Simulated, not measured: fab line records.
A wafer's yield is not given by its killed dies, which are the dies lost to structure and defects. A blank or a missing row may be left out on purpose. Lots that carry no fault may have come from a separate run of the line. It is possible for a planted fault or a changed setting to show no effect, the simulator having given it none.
fab line records | flow nandHarc
record: lots: 11 wafers: 32 lastDay: 34
route steps=1302 shown A_CHANNEL_HOLE_D2@570 END@1302
lots with no fault: from the same line, run without faults
startH: hours from the record's first day to the start of the lot's first wafer shown | waitH: hours elapsed since this lot's preceding step | " identical to the entry in the row above | L1.1+2: one row covering several wafers at once | - no value, or no start was given | * or withheld: withheld | < > ~ a bound
route shown NAME@n: names a module that has steps shown in the file, with the first one's number in the route | usual: mean/standard deviation of fault-free wafers | same: alike in all rows | chamber/n: place in a boat | sites: the reading at each site | _std_site: the standard deviation of these | _edge_site: outer sites' mean less inner sites' | radiusMm: for every site, how far away it sits from the centre of the wafer | mask NAME#n: copy n | behind: tool/chamber where the wafer was last shaped | hold: the reason the lot was held/the length of the hold in hours/how it ended | device: transistor that didn't switch, given as n, p or np | end of line: at the end of the route, the tests of the same wafers | a step given without rows: its recipe and nothing more | killed: count of dies lost to structure and defects at first sort (not the wafer's yield) | map: per-die view of a wafer (x killed, . not killed, _ where there is no die)
set.NAME: the setting the step ran with; set.NAME@STEP: the setting that earlier step ran with | model.NAME: the simulator's own value behind a step, which no gauge read
route steps across a sampled set of lots; one table per step, one row per wafer
services: a tool's chamber out of use, with start hour (startH, from the record's first day; less than 0 if before it), hours out, and reason
== steps ==
step: NHARC_A_CHANNEL_HOLE_D2_DEP_00
recipe: targetThkA: 31000 tempC: 400 material: aC
usual: throttleValvePct: 35.000/0.0091
columns lot.wafer tool chamber startH waitH throttleValvePct
L572.1 aclDep-03 0 294.89 0.2 34.993
L572.3 " 0 " " 35.004
L572.6 " 0 " " 35.011
L575.1 aclDep-03 0 317.61 4.9 34.991
L575.2 " 0 " " 35.009
L575.3 " 0 " " 35.006
L577.3 aclDep-03 0 343.87 1.5 35.017
L577.5 " 0 " " 35.007
L577.6 " 0 " " 35.008
L579.2 aclDep-01 0 362.05 0.8 35.006
L579.4 " 0 " " 35.015
L579.5 " 0 " " 34.997
L581.1 aclDep-03 0 368.57 0.3 35.002
L581.3 " 0 " " 35.012
L581.4 " 0 " " 34.997
L580.2 aclDep-03 0 370.78 2.6 35.006
L580.6 " 0 372.05 3.8 34.982
L591.1 aclDep-03 0 482.28 0.5 35.001
L591.3 " 0 " " 34.996
L591.6 " 0 " " 34.992
L592.2 aclDep-01 0 490.33 1.8 34.996
L592.4 " 0 " " 34.995
L592.6 " 0 " " 35.006
L593.2 aclDep-02 0 499.59 0.8 35.009
L593.3 " 0 " " 35.002
L593.5 " 0 " " 35.010
L594.1 aclDep-01 0 513.41 2.1 35.007
L594.2 " 0 " " 34.991
L594.3 " 0 " " 34.997
L595.2 aclDep-02 0 528.18 3.2 35.006
L595.4 " 0 " " 35.011
L595.6 " 0 " " 35.010
step: NHARC_A_CHANNEL_HOLE_D2_DESCUM_15
recipe: timeS: 3 o2FlowSccm: 200 arFlowSccm: 0 biasPowerW: 0 chemistry: O2
usual: chamberPressureMTorr: 60.00/0.053 drypumpMotorCurrentA: 5.7/0.44 oesProductAu: 1.005/0.014 rfVppV: 58.0/0.83 showerheadPlenumPTorr: 1.94/0.054 throttleValvePct: 11.311/0.0095
columns lot.wafer tool chamber startH waitH chamberPressureMTorr drypumpMotorCurrentA oesProductAu rfHoursCounterH rfVppV showerheadPlenumPTorr throttleValvePct
L572.3 rieDiel-03 0 297.60 0.1 60.08 6.3 1.031 0.2 58.2 1.87 11.312
L572.1 " 2 " " 59.93 6.0 1.009 0.1 56.9 1.88 11.326
L572.6 " 0 " " 60.05 6.3 1.021 - 57.2 1.87 11.318
L575.2 rieDiel-08 2 320.46 0.1 59.97 5.2 1.028 7.5 56.9 1.94 11.317
L575.1 " 3 " " 59.97 5.4 1.028 7.7 59.0 2.04 11.294
L575.3 " 0 " " 60.00 5.1 0.972 8.1 58.5 1.97 11.311
L577.3 rieDiel-03 1 345.97 0.1 60.04 5.3 1.006 2.3 58.3 1.94 11.298
L577.6 " 3 " " 59.94 5.2 1.008 - 58.4 2.01 11.327
L577.5 " 0 " " 60.00 6.3 1.023 - 58.0 1.87 11.312
L579.4 rieDiel-08 0 364.55 0.1 59.98 5.1 0.983 10.2 57.7 1.97 11.300
L579.2 " 1 " " 60.02 6.3 1.003 9.7 58.3 1.93 11.300
L579.5 " 1 " " 59.90 6.3 0.994 - 58.2 1.93 11.301
L581.1 rieDiel-01 3 371.28 0.1 60.08 5.7 0.999 9.2 57.0 1.97 11.308
L581.3 " 1 " " 60.04 6.3 1.026 8.1 58.0 1.96 11.308
L581.4 " 1 " " 60.12 6.3 1.019 - 58.0 1.96 11.330
L580.2 rieDiel-03 0 373.43 0.1 59.96 6.3 1.020 4.6 58.1 1.87 11.317
L580.6 " 2 " " 59.98 6.0 1.001 - 58.5 1.88 11.306
L591.3 rieDiel-03 1 485.11 0.1 59.98 5.3 0.982 0.9 57.7 1.94 11.311
L591.1 " 2 " " 59.93 6.0 0.996 0.9 57.3 1.88 11.320
L591.6 " 1 " " 59.97 5.3 0.975 - 58.1 1.94 11.313
L592.2 rieDiel-01 3 492.85 0.1 60.05 5.8 1.009 4.0 59.0 1.96 11.310
L592.4 " 0 " " 60.07 5.8 0.988 4.3 57.7 2.03 11.309
L592.6 " 3 " " 59.99 5.8 1.005 - 57.6 1.96 11.311
L593.2 rieDiel-03 0 502.01 0.1 59.92 6.3 1.005 1.9 56.7 1.86 11.312
L593.3 " 1 " " 59.99 5.3 0.992 2.3 57.3 1.94 11.314
L593.5 " 3 " " 60.12 5.2 1.001 - 59.0 2.01 11.309
L594.2 rieDiel-01 0 516.21 0.1 60.06 5.8 0.993 6.2 58.1 2.03 11.306
L594.1 " 1 " " 60.00 6.4 1.012 5.0 56.6 1.96 11.306
L594.3 " 3 " " 60.11 5.8 1.007 6.0 57.4 1.96 11.317
L595.2 rieDiel-03 1 530.71 0.1 59.93 5.4 0.981 4.4 57.8 1.94 11.313
L595.4 " 2 " " 59.98 6.0 1.000 - 56.4 1.88 11.310
L595.6 " 2 " " 59.88 6.0 0.992 - 57.3 1.88 11.302
step: NHARC_A_CHANNEL_HOLE_D2_ETCH_39
recipe: targetDepthA: 2600 overEtchFrac: 0.3 timeS: 325 ionEnergyEv: 200 n2FlowSccm: 150 h2FlowSccm: 150 arFlowSccm: 0 rfW: 400 biasW: 150 chemistry: N2/H2
usual: chamberPressureMTorr: 29.997/0.026 drypumpMotorCurrentA: 5.7/0.44 oesProductAu: 1.004/0.014 rfVppV: 431.6/1.8 runLengthS: 346.3/0.38 showerheadPlenumPTorr: 2.08/0.061 throttleValvePct: 14.171/0.0089
columns lot.wafer tool chamber startH waitH chamberPressureMTorr drypumpMotorCurrentA oesProductAu rfHoursCounterH rfVppV runLengthS showerheadPlenumPTorr throttleValvePct
L572.3 rieDiel-03 1 - - 29.995 5.3 1.004 0.3 430.6 345.8 2.07 14.174
L572.1 " 3 " " 30.034 5.2 1.006 0.2 433.1 346.0 2.15 14.177
L572.6 " 1 " " 29.996 5.4 1.004 - 431.3 345.6 2.07 14.162
L575.2 rieDiel-08 2 - - 30.010 5.3 1.027 7.6 431.6 346.5 2.06 14.202
L575.3 " 3 " " 30.058 5.4 1.028 7.8 434.6 346.1 2.17 14.158
L575.1 " 0 " " 29.941 5.1 0.963 8.1 432.4 346.9 2.10 14.169
L577.3 rieDiel-03 3 - - 29.954 5.2 1.008 2.2 433.6 346.0 2.15 14.176
L577.6 " 1 " " 29.981 5.3 0.997 - 431.3 346.2 2.07 14.170
L577.5 " 2 " " 30.008 6.0 1.002 - 429.8 346.3 2.00 14.170
L579.2 rieDiel-08 0 - - 29.988 5.1 0.983 10.3 431.6 346.5 2.10 14.193
L579.4 " 2 " " 29.989 5.2 1.035 9.5 431.7 346.3 2.06 14.163
L579.5 " 0 " " 29.998 5.1 0.966 - 432.4 346.7 2.10 14.152
L581.1 rieDiel-01 0 - - 30.000 5.8 1.002 10.6 434.0 346.8 2.17 14.177
L581.3 " 3 " " 30.002 5.8 1.010 9.3 431.4 346.2 2.10 14.165
L581.4 " 0 " " 30.009 5.8 1.016 - 433.3 346.9 2.17 14.167
L580.2 rieDiel-03 1 - - 29.997 5.3 1.012 4.3 430.6 345.6 2.07 14.181
L580.6 " 3 " " 29.999 5.2 1.015 - 434.1 346.3 2.14 14.178
L591.3 rieDiel-03 1 - - 30.021 5.3 0.979 1.0 431.6 345.7 2.07 14.173
L591.1 " 0 " " 29.979 6.3 0.999 0.8 430.1 346.7 1.99 14.166
L591.6 " 2 " " 29.997 6.0 0.987 - 429.8 346.1 2.00 14.161
L592.2 rieDiel-01 0 - - 29.967 5.8 0.988 4.4 433.2 347.0 2.17 14.174
L592.4 " 1 " " 29.991 6.4 1.020 4.1 433.2 346.2 2.09 14.177
L592.6 " 0 " " 30.028 5.8 0.987 - 435.3 346.8 2.17 14.182
L593.3 rieDiel-03 0 - - 30.031 6.3 1.004 2.0 429.4 346.2 1.99 14.166
L593.2 " 1 " " 29.973 5.3 0.980 2.4 430.9 346.2 2.07 14.166
L593.5 " 0 " " 30.017 6.3 0.998 - 429.6 346.4 1.99 14.179
L594.1 rieDiel-01 1 - - 29.950 6.4 1.018 5.1 433.0 345.8 2.09 14.156
L594.2 " 2 " " 30.011 5.5 1.002 5.0 431.1 347.1 2.05 14.174
L594.3 " 3 " " 29.990 5.8 1.012 6.0 431.1 345.8 2.09 14.172
L595.2 rieDiel-03 1 531.01 0.2 29.992 5.3 0.989 4.5 432.6 345.8 2.07 14.177
L595.4 " 2 " " 30.011 6.0 0.995 - 429.0 346.5 2.00 14.165
L595.6 " 2 " " 30.007 6.0 0.998 - 429.0 346.2 2.00 14.169
step: NHARC_A_CHANNEL_HOLE_D2_ETCH_16
recipe: targetDepthA: 31000 overEtchFrac: 0.3 timeS: 806 ionEnergyEv: 150 o2FlowSccm: 400 cosFlowSccm: 20 arFlowSccm: 0 rfW: 500 biasW: 300 chemistry: O2/COS
usual: chamberPressureMTorr: 20.002/0.021 drypumpMotorCurrentA: 5.7/0.46 oesProductAu: 1.006/0.015 rfVppV: 314.9/1.4 runLengthS: 827.3/0.41 showerheadPlenumPTorr: 3.17/0.081 throttleValvePct: 28.331/0.0086
columns lot.wafer tool chamber startH waitH chamberPressureMTorr drypumpMotorCurrentA oesProductAu rfHoursCounterH rfVppV runLengthS showerheadPlenumPTorr throttleValvePct
L572.1 rieDiel-03 3 298.13 - 19.998 5.2 1.021 0.4 316.4 827.2 3.27 28.329
L572.3 " 0 " " 19.992 6.3 1.026 0.5 313.3 827.6 3.05 28.327
L572.6 " 3 " " 19.957 5.2 1.010 - 316.7 827.4 3.27 28.343
L575.1 rieDiel-08 2 321.04 - 20.009 5.2 1.039 7.9 314.1 827.6 3.16 28.337
L575.3 " 3 " " 19.969 5.4 1.019 8.1 318.1 827.0 3.31 28.330
L575.2 " 0 " " 19.980 5.1 0.968 8.3 314.4 827.6 3.20 28.324
L577.3 rieDiel-03 2 346.66 - 20.027 6.0 1.010 2.5 312.9 827.3 3.07 28.331
L577.5 " 3 " " 20.028 5.2 0.992 - 316.4 827.4 3.27 28.323
L577.6 " 0 " " 19.990 6.3 1.018 - 312.3 827.4 3.05 28.345
L579.4 rieDiel-08 2 365.08 - 20.026 5.2 1.018 9.7 314.4 827.4 3.16 28.332
L579.2 " 3 " " 19.996 5.4 1.031 10.3 317.4 827.0 3.31 28.322
L579.5 " 3 " " 20.017 5.4 1.042 - 317.0 827.8 3.31 28.335
L581.3 rieDiel-01 3 371.90 - 20.000 5.8 1.000 9.6 314.8 827.5 3.20 28.339
L581.1 " 0 " " 20.012 5.8 1.005 10.9 317.7 828.3 3.31 28.329
L581.4 " 1 " " 20.020 6.4 1.027 - 315.4 826.8 3.20 28.333
L580.2 rieDiel-03 0 374.11 - 20.006 6.3 1.028 4.9 312.7 633.8 3.05 28.333
L580.6 " 2 " " 20.024 6.0 1.000 - 312.3 827.2 3.07 28.341
L591.1 rieDiel-03 2 485.74 - 19.973 6.0 0.995 1.3 314.4 827.1 3.07 28.327
L591.3 " 3 " " 19.982 5.2 0.998 1.1 316.4 827.0 3.27 28.327
L591.6 " 0 " " 19.993 6.3 1.002 - 314.2 827.3 3.05 28.353
L592.2 rieDiel-01 1 493.48 - 19.969 6.4 1.026 4.3 314.6 827.2 3.20 28.340
L592.4 " 2 " " 20.001 5.5 1.003 4.0 315.0 827.7 3.14 28.336
L592.6 " 0 " " 20.006 5.8 0.984 - 316.6 828.0 3.31 28.308
L593.3 rieDiel-03 0 502.53 - 19.999 6.3 1.008 2.3 313.0 827.7 3.05 28.327
L593.2 " 2 " " 20.013 6.0 1.000 2.4 312.2 827.5 3.07 28.341
L593.5 " 1 " " 20.025 5.3 0.993 - 314.6 827.1 3.16 28.339
L594.2 rieDiel-01 1 516.74 - 19.979 6.4 1.017 5.4 315.0 826.7 3.20 28.333
L594.3 " 2 " " 19.999 5.5 1.005 5.2 313.4 828.0 3.14 28.334
L594.1 " 0 " " 19.964 5.8 0.995 6.6 317.4 828.1 3.31 28.329
L595.2 rieDiel-03 1 531.50 0.1 19.989 5.3 0.988 4.9 315.2 826.7 3.16 28.343
L595.4 " 2 " " 19.985 6.0 0.994 - 312.8 827.2 3.06 28.327
L595.6 " 1 " " 19.982 5.3 0.982 - 314.8 826.8 3.16 28.338
step: NHARC_END_SORT_01
recipe: tempC: 25
usual: killedAtArray: 54/17 killedAtOther: 0.7/1 killedAtPeriphery: 3.7/2.9 killedDies: 58/16 killedOpen: 3.2/1.9 killedShort: 2.2/1.5
same: grossDies: 677
columns lot.wafer tool chamber startH waitH killedAtArray killedAtOther killedAtPeriphery killedDies killedOpen killedShort
L581.1 prober-02 0 645.61 2.5 70 2 4 76 1 1
L581.3 prober-02 0 647.20 3.1 81 2 3 86 5 0
L581.4 prober-02 0 647.99 3.4 57 0 3 60 5 0
L580.2 prober-01 0 646.34 2.8 465 0 5 470 5 3
L580.6 prober-01 0 649.51 4.0 57 1 4 62 2 2
L592.2 prober-01 0 751.37 2.8 23 1 0 24 3 1
L592.4 prober-01 0 752.93 3.4 33 0 3 36 3 5
L592.6 prober-01 0 754.49 3.9 27 0 3 30 5 0
killed by level:class
L581.1 A_SLIT:chamberFilmFlake=32 A_CHANNEL_HOLE_D2:chamberFilmFlake=28 A_CHANNEL_HOLE_D1:chamberFilmFlake=5 P_GATE:chamberFilmFlake=3 THIN_TSV:chamberFilmFlake=2 A_CHANNEL_FILL_D1:geometricParticle:open=1 A_CHANNEL_FILL_D1:geometricParticle:short=1 P_ZERO_WELL:chamberFilmFlake=1
L580.2 A_CHANNEL_HOLE_D2:areaEtch=402 A_CHANNEL_HOLE_D1:chamberFilmFlake=30 A_CHANNEL_HOLE_D2:chamberFilmFlake=16 A_CONTACT:chamberFilmFlake=6 A_SLIT:chamberFilmFlake=3 A_CHANNEL_FILL_D2:geometricParticle:open=2 P_ZERO_WELL:chamberFilmFlake=2 P_STI:geometricParticle:open=1
L581.3 A_CHANNEL_HOLE_D2:chamberFilmFlake=33 A_SLIT:chamberFilmFlake=29 A_CHANNEL_HOLE_D1:chamberFilmFlake=4 A_STAIRCASE:chamberFilmFlake=3 A_CONTACT:chamberFilmFlake=3 A_M1:geometricParticle:open=2 P_GATE:chamberFilmFlake=2 A_CHANNEL_FILL_D1:chamberFilmFlake=2
L581.4 A_CHANNEL_HOLE_D2:chamberFilmFlake=30 A_SLIT:chamberFilmFlake=15 A_CONTACT:chamberFilmFlake=3 A_BLC:geometricParticle:open=2 P_GATE:chamberFilmFlake=2 A_CHANNEL_HOLE_D1:chamberFilmFlake=2 A_STAIRCASE:chamberFilmFlake=2 A_CHANNEL_FILL_D1:geometricParticle:open=1
L580.6 A_CHANNEL_HOLE_D1:chamberFilmFlake=35 A_CHANNEL_HOLE_D2:chamberFilmFlake=7 A_CONTACT:chamberFilmFlake=5 A_WL_FILL:chamberFilmFlake=4 P_ZERO_WELL:chamberFilmFlake=2 A_SLIT:chamberFilmFlake=2 P_GATE:geometricParticle:open=1 A_CHANNEL_HOLE_D1:geometricParticle:short=1
L592.2 A_CHANNEL_HOLE_D1:chamberFilmFlake=9 A_CONTACT:chamberFilmFlake=7 A_SLIT:chamberFilmFlake=2 A_ONON_D1:geometricParticle:open=1 A_STAIRCASE:geometricParticle:open=1 A_M0:geometricParticle:short=1 A_M0:geometricParticle:open=1 A_CHANNEL_FILL_D2:chamberFilmFlake=1
L592.4 A_CHANNEL_HOLE_D1:chamberFilmFlake=9 A_SLIT:chamberFilmFlake=9 A_CONTACT:chamberFilmFlake=5 P_GATE:geometricParticle:short=1 P_CONTACT:geometricParticle:open=1 A_ONON_D1:geometricParticle:short=1 A_CHANNEL_FILL_D1:geometricParticle:short=1 A_CHANNEL_FILL_D1:geometricParticle:open=1
L592.6 A_CHANNEL_HOLE_D1:chamberFilmFlake=17 A_SLIT:chamberFilmFlake=2 A_CONTACT:chamberFilmFlake=2 P_CONTACT:geometricParticle:open=1 P_M0:geometricParticle:open=1 A_CHANNEL_FILL_D1:geometricParticle:open=1 A_ONON_D2:geometricParticle:open=1 A_SGD_CUT:geometricParticle:open=1
== services ==
columns tool chamber startH hours kind
rieDiel-03 - 281.45 9.0 pm
rieDiel-03 0 281.45 9.0 ventCycle
rieDiel-03 1 281.45 9.0 ventCycle
rieDiel-03 2 281.45 9.0 ventCycle
rieDiel-03 3 281.45 9.0 ventCycle
rieDiel-08 2 299.18 7.5 repair
aclDep-03 - 304.61 13.0 pm
rieDiel-01 0 324.91 2.7 repair
rieDiel-03 1 337.73 2.2 repair
rieDiel-01 1 338.59 8.4 repair
rieDiel-01 2 364.72 9.1 repair
rieDiel-08 - 367.80 9.0 pm
aclDep-01 - 371.60 13.0 pm
rieDiel-01 - 380.80 9.0 pm
rieDiel-03 0 384.22 17.7 repair
rieDiel-03 3 385.38 6.2 repair
aclDep-02 - 428.78 13.0 pm
rieDiel-01 - 454.69 4.7 repair
rieDiel-03 - 458.45 9.0 pm
aclDep-03 - 485.61 13.0 pm
rieDiel-03 - 518.06 0.4 repair
rieDiel-03 3 518.64 14.7 repair
rieDiel-03 0 525.98 24.6 repair
rieDiel-01 2 527.84 4.8 repair
== key ==
firstSign: step: NHARC_A_CHANNEL_HOLE_D2_ETCH_16 reading: runLengthS direction: down sigmas: 99+ usual: * struck: *
effect: step: NHARC_END_SORT_01 reading: killedDies direction: up sigmas: 25 usual: 58 struck: 470
moreKillsBornAt: NHARC_A_CHANNEL_HOLE_D2_ETCH_16@rieDiel-03: 402
metAt NHARC_A_CHANNEL_HOLE_D2_ETCH_16
struckLots L580
struckWafers L580.2
laterRowsLeftOut L580.2
testerLeftOut L580
notActingAt NHARC_A_CHANNEL_HOLE_D2_DEP_00,NHARC_A_CHANNEL_HOLE_D2_DESCUM_15,NHARC_A_CHANNEL_HOLE_D2_ETCH_39
onsetBetween 346.66 374.11
fault: kind: processParameterDrift tool: rieDiel-03 chamber: - onsetH: 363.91 steps: NHARC_A_CHANNEL_HOLE_D2_ETCH_16 channel: timeS offset: * shape: step endH: 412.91 scope: struckWafersOnly actsIn: * stated: *
testerLeftOut: of these lots the tester's yield and bins aren't shown, on N5 and GAA mostly nor the transistor test; their killed dies are dies lost to structure and defects alone, not to doping, threshold or leakage, so they don't give the yield
laterRowsLeftOut: the simulator's readings of these wafers behind a module that went badly wrong aren't trusted and aren't shown, but for the sort
